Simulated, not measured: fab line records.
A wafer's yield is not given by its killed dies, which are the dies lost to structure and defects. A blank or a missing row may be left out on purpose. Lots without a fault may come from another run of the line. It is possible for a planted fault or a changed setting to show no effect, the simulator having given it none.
fab line records ; flow nand_harc
record: lots: 5; wafers: 15; last_day: 33
route steps=1302 shown P_ZERO_WELL@44 END@1302
lots that met no fault: from a run of the same line without faults
start_h: the number of hours between the record's first day and the start of the first shown wafer of the lot ; wait_h: hours from the lot's prior step to this one ; " unchanged from the row above ; L1.1+2: one row covering several wafers at once ; - no value, or no start given ; * or withheld: withheld ; < > ~ a bound
route shown NAME@n: a module of which the file shows steps, and the number in the route of the first ; usual: mean and standard deviation over wafers with no fault ; same: alike in all rows ; chamber/n: place in a boat ; sites: the reading at each site ; _std_site: the standard deviation of these ; _edge_site: outer sites' mean less inner sites' ; radius_mm: how far each site lies from the wafer's centre ; mask NAME#n: copy n ; behind: the most recent tool/chamber to have shaped the wafer ; hold: why the lot was held/for how many hours/how that ended ; device: names the non-switching transistor (n, p or np) ; end of line: tests run on the same wafers once the route is complete ; a step without rows: its recipe alone ; killed: count of dies lost to structure and defects at first sort (not the wafer's yield) ; map: dies across one wafer; x = killed, . = not, _ = none there
set.NAME: the setting as run; set.NAME@STEP: as run at that earlier step ; model.NAME: the simulator's own value behind a step, which no gauge read
lots seen at some steps along the route; tables by step, rows by wafer
services: a tool's chamber out of use, with start hour (start_h, from the record's first day; less than 0 if before it), hours out, and reason
== steps ==
step: NHARC_P_ZERO_WELL_CD_MEAS_37
recipe: target_cd_nm: 720; landing_energy_ev: 500
usual: cd_nm: 718.3/2.2
lot.wafer;tool;chamber;start_h;wait_h;cd_nm
L960.1;cd_sem-03;0;94.27;-;718.9
L960.2;cd_sem-03;0;94.27;-;721.6
L960.3;cd_sem-03;0;94.27;-;718.0
L961.2;cd_sem-02;0;104.71;-;717.4
L961.3;cd_sem-02;0;104.71;-;716.6
L961.6;cd_sem-02;0;104.71;-;720.4
L963.1;cd_sem-01;0;124.26;-;719.2
L963.5;cd_sem-01;0;124.26;-;717.3
L963.6;cd_sem-01;0;124.26;-;715.0
L965.3;cd_sem-02;0;144.22;-;719.1
L965.4;cd_sem-02;0;144.22;-;719.1
L965.6;cd_sem-02;0;144.22;-;718.6
L975.4;cd_sem-01;0;243.97;-;713.2
L975.5;cd_sem-01;0;243.97;-;716.7
L975.6;cd_sem-01;0;243.97;-;718.0
step: NHARC_P_ZERO_WELL_HARDBAKE_38
recipe: temp_c: 125; time_s: 80
step: NHARC_P_ZERO_WELL_DESCUM_39
recipe: time_s: 3; o2_flow_sccm: 200; ar_flow_sccm: 0; bias_power_w: 0; chemistry: O2
usual: chamber_pressure_mTorr: 60.00/0.059; drypump_motor_current_A: 5.8/0.56; oes_product_au: 1.001/0.013; rf_vpp_V: 57.7/0.83; showerhead_plenum_p_Torr: 1.90/0.075; throttle_valve_pct: 11.310/0.0086
same: bias_power_w: 0
lot.wafer;tool;chamber;start_h;wait_h;chamber_pressure_mTorr;drypump_motor_current_A;oes_product_au;rf_hours_counter_h;rf_vpp_V;showerhead_plenum_p_Torr;throttle_valve_pct
L960.3;rie_diel-09;3;94.46;-;59.96;6.6;0.997;42;57.9;2.02;11.305
L960.2;rie_diel-09;0;94.46;-;60.03;5.3;0.992;42;58.8;1.94;11.311
L960.1;rie_diel-09;2;94.46;-;59.97;5.5;1.011;40;57.8;1.98;11.312
L961.3;rie_diel-09;1;104.89;-;60.08;5.5;0.967;43;60.3;2.02;11.291
L961.2;rie_diel-09;2;104.89;-;60.15;5.5;1.004;43;57.2;1.97;11.322
L961.6;rie_diel-09;3;104.89;-;60.10;6.6;0.997;-;58.1;2.02;11.316
L963.1;rie_diel-09;1;124.45;-;59.92;5.5;0.975;46;58.3;2.02;11.312
L963.5;rie_diel-09;3;124.45;-;60.02;6.6;1.003;-;59.4;2.01;11.304
L963.6;rie_diel-09;0;124.45;-;60.04;5.3;1.004;-;57.1;1.94;11.312
L965.3;rie_diel-02;3;144.38;-;59.92;6.0;1.013;30;57.4;1.85;11.307
L965.4;rie_diel-02;1;144.38;-;60.00;6.0;1.016;33;57.8;1.83;11.306
L965.6;rie_diel-02;3;144.38;-;60.10;6.0;1.007;-;57.6;1.85;11.317
L975.4;rie_diel-09;3;244.12;-;59.96;6.6;0.992;28;59.1;2.00;11.293
L975.5;rie_diel-09;3;244.12;-;60.02;6.6;0.983;-;58.6;2.00;11.316
L975.6;rie_diel-09;0;244.12;-;59.96;5.3;1.004;-;59.3;1.93;11.317
step: NHARC_P_ZERO_WELL_IMPLANT_40
recipe: energy_kev: 300; dose_cm2: 1e+13; tilt_deg: 7
step: NHARC_P_ZERO_WELL_IMPLANT_59
recipe: energy_kev: 120; dose_cm2: 5e+12; tilt_deg: 7
step: NHARC_P_ZERO_WELL_IMPLANT_60
recipe: energy_kev: 30; dose_cm2: 2e+12; tilt_deg: 7
step: NHARC_P_ZERO_WELL_STRIP_41
recipe: time_s: 840; temp_c: 130; chemistry: SPM
step: NHARC_P_ZERO_WELL_DEHYDRATE_44
recipe: temp_c: 150; time_s: 120
step: NHARC_P_ZERO_WELL_HMDS_45
recipe: time_s: 30
step: NHARC_P_ZERO_WELL_COAT_46
recipe: spin_rpm: withheld
step: NHARC_P_ZERO_WELL_SOFTBAKE_47
recipe: temp_c: 122; time_s: 95
step: NHARC_P_ZERO_WELL_EBR_48
step: NHARC_P_ZERO_WELL_EXPOSE_49
recipe: na: 0.6; target_cd_nm: 2000; dose_mj: 22.64; mask_id: P_HVPW
lot.wafer;tool;chamber;start_h;wait_h;mask
L960.1+2+3;krf_scanner-04;0;95.80;-;P_HVPW#0
L961.2+3+6;krf_scanner-01;0;106.20;-;P_HVPW#0
L963.1+5+6;krf_scanner-01;0;125.74;-;P_NWELL#0
L965.3+4+6;krf_scanner-01;0;145.58;-;P_HVPW#0
L975.4+5+6;krf_scanner-01;0;245.49;-;P_HVPW#0
step: NHARC_P_ZERO_WELL_PEB_50
recipe: peb_temp_c: 118; peb_time_s: 85
step: NHARC_P_ZERO_WELL_DEVELOP_51
recipe: time_s: 70
step: NHARC_P_ZERO_WELL_CD_MEAS_52
recipe: target_cd_nm: 2000; landing_energy_ev: 500
usual: cd_nm: 1999.7/2.3
lot.wafer;tool;chamber;start_h;wait_h;cd_nm
L960.1;cd_sem-02;0;95.95;-;2001.4
L960.2;cd_sem-02;0;95.95;-;1999.4
L960.3;cd_sem-02;0;95.95;-;2001.7
L961.2;cd_sem-03;0;106.35;-;2001.4
L961.3;cd_sem-03;0;106.35;-;2000.6
L961.6;cd_sem-03;0;106.35;-;2000.0
L963.1;cd_sem-03;0;125.90;-;-
L963.5;cd_sem-03;0;125.90;-;-
L963.6;cd_sem-03;0;125.90;-;-
L965.3;cd_sem-01;0;145.73;-;2000.6
L965.4;cd_sem-01;0;145.73;-;2003.4
L965.6;cd_sem-01;0;145.73;-;2001.2
L975.4;cd_sem-02;0;245.64;-;1996.4
L975.5;cd_sem-02;0;245.64;-;1994.7
L975.6;cd_sem-02;0;245.64;-;2000.6
step: NHARC_P_ZERO_WELL_HARDBAKE_53
recipe: temp_c: 125; time_s: 80
step: NHARC_END_SORT_01
recipe: temp_c: 25
usual: killed_at_array: 59/21; killed_at_other: 1.0/1.1; killed_at_periphery: 4.0/2.6; killed_dies: 64/21; killed_open: 3.2/1.7; killed_short: 2.5/1.5
same: gross_dies: 677
lot.wafer;tool;chamber;start_h;wait_h;killed_at_array;killed_at_other;killed_at_periphery;killed_dies;killed_open;killed_short
L963.1;prober-01;0;663.34;2.5;84;1;592;677;6;2
L963.5;prober-01;0;666.56;3.7;91;0;586;677;5;1
L963.6;prober-01;0;667.36;4.0;90;1;586;677;2;2
killed by level:class
L963.1 P_ZERO_WELL:area_expose=590 A_CHANNEL_HOLE_D1:chamber_film_flake=36 A_SLIT:chamber_film_flake=23 A_CHANNEL_HOLE_D2:chamber_film_flake=10 A_CONTACT:chamber_film_flake=6 A_SOURCE_PLATE:geometric_particle:short=1 A_ONON_D1:geometric_particle:open=1 A_CHANNEL_FILL_D1:geometric_particle:short=1
L963.5 P_ZERO_WELL:area_expose=585 A_CHANNEL_HOLE_D1:chamber_film_flake=33 A_SLIT:chamber_film_flake=33 A_CHANNEL_HOLE_D2:chamber_film_flake=12 A_CONTACT:chamber_film_flake=4 A_WL_FILL:geometric_particle:open=2 A_STAIRCASE:chamber_film_flake=2 P_M0:geometric_particle:open=1
L963.6 P_ZERO_WELL:area_expose=584 A_SLIT:chamber_film_flake=36 A_CHANNEL_HOLE_D1:chamber_film_flake=30 A_CHANNEL_HOLE_D2:chamber_film_flake=18 A_WL_FILL:geometric_particle:open=2 A_ONON_D1:geometric_particle:short=1 A_STAIRCASE:geometric_particle:short=1 P_GATE:chamber_film_flake=1
map L963.1 (x killed, . not)
____________x____________
_________xxxxxxx_________
_______xxxxxxxxxxx_______
______xxxxxxxxxxxxx______
_____xxxxxxxxxxxxxxx_____
____xxxxxxxxxxxxxxxxx____
____xxxxxxxxxxxxxxxxx____
___xxxxxxxxxxxxxxxxxxx___
___xxxxxxxxxxxxxxxxxxx___
__xxxxxxxxxxxxxxxxxxxxx__
__xxxxxxxxxxxxxxxxxxxxx__
_xxxxxxxxxxxxxxxxxxxxxxx_
_xxxxxxxxxxxxxxxxxxxxxxx_
_xxxxxxxxxxxxxxxxxxxxxxx_
_xxxxxxxxxxxxxxxxxxxxxxx_
_xxxxxxxxxxxxxxxxxxxxxxx_
xxxxxxxxxxxxxxxxxxxxxxxxx
xxxxxxxxxxxxxxxxxxxxxxxxx
xxxxxxxxxxxxxxxxxxxxxxxxx
xxxxxxxxxxxxxxxxxxxxxxxxx
xxxxxxxxxxxxxxxxxxxxxxxxx
_xxxxxxxxxxxxxxxxxxxxxxx_
_xxxxxxxxxxxxxxxxxxxxxxx_
_xxxxxxxxxxxxxxxxxxxxxxx_
_xxxxxxxxxxxxxxxxxxxxxxx_
_xxxxxxxxxxxxxxxxxxxxxxx_
__xxxxxxxxxxxxxxxxxxxxx__
__xxxxxxxxxxxxxxxxxxxxx__
___xxxxxxxxxxxxxxxxxxx___
___xxxxxxxxxxxxxxxxxxx___
____xxxxxxxxxxxxxxxxx____
____xxxxxxxxxxxxxxxxx____
_____xxxxxxxxxxxxxxx_____
______xxxxxxxxxxxxx______
_______xxxxxxxxxxx_______
_________xxxxxxx_________
____________x____________
map L961.6 (x killed, . not)
____________.____________
_________......._________
_______..........._______
______.............______
_____..........x...._____
____.................____
____.................____
___.x...xx.....x......___
___........x..........___
__....xx.xxxx..........__
__......x.x...x........__
_x....xx.xx............._
_....x..xxx............._
_.....xxxx.x............_
_...x....x.x............_
_..x.....x.............._
...........x.............
.......x.................
.........................
.....x...................
....x.x.......x..x.......
_.............x.x...x..._
_...............x..x...._
_.x.......x......x.x...._
_............x.....x...._
_......................x_
__....x...x......x.....__
__.....................__
___..x..x........x....___
___......x.......x....___
____.................____
____...x.x...........____
_____..............._____
______...........x.______
_______..........._______
_________......._________
____________.____________
== services ==
tool;chamber;start_h;hours;kind
rie_diel-09;0;73.39;-;clean
rie_diel-09;1;73.39;-;clean
rie_diel-09;2;73.39;-;clean
rie_diel-09;3;73.39;-;clean
rie_diel-09;0;97.90;-;clean
rie_diel-09;1;97.90;-;clean
rie_diel-09;2;97.90;-;clean
rie_diel-09;3;97.90;-;clean
rie_diel-09;1;105.40;6.4;repair
rie_diel-09;0;122.45;-;clean
rie_diel-09;1;122.45;-;clean
rie_diel-09;2;122.45;-;clean
rie_diel-09;3;122.45;-;clean
krf_scanner-01;-;122.71;1.1;repair
krf_scanner-01;-;140.00;4.0;pm
rie_diel-09;-;143.19;9.0;pm
rie_diel-09;0;143.19;9.0;vent_cycle
rie_diel-09;1;143.19;9.0;vent_cycle
rie_diel-09;2;143.19;9.0;vent_cycle
rie_diel-09;3;143.19;9.0;vent_cycle
krf_scanner-04;-;182.00;4.0;pm
rie_diel-02;3;189.49;5.3;repair
rie_diel-09;1;198.29;6.4;repair
rie_diel-02;-;217.09;9.0;pm
== key ==
first_sign: step: NHARC_P_ZERO_WELL_EXPOSE_49; reading: mask; direction: changed
effect: step: NHARC_P_ZERO_WELL_CD_MEAS_52; reading: cd_nm; direction: missing
effect: step: NHARC_END_SORT_01; reading: killed_at_periphery; direction: up; sigmas: 99+; usual: 4.0; struck: 588
more_kills_born_at: NHARC_P_ZERO_WELL_EXPOSE_49@krf_scanner-01: 1759
met_at NHARC_P_ZERO_WELL_EXPOSE_49
struck_wafers L963.1,L963.5,L963.6
later_rows_left_out L963.1,L963.5,L963.6
tester_left_out L963
onset_between 106.20 125.74
fault: kind: wrong_mask; tool: any; chamber: -; onset_h: 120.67; steps: NHARC_P_ZERO_WELL_EXPOSE_49; aux_copy: P_NWELL#0; scope: struck_lots_only
tester_left_out: of these lots the tester's yield and bins aren't shown, on N5 and GAA mostly nor the transistor test; their killed dies are dies lost to structure and defects alone, not to doping, threshold or leakage, so they don't give the yield
later_rows_left_out: the simulator's readings of these wafers behind a module that went badly wrong aren't trusted and aren't shown, but for the sort
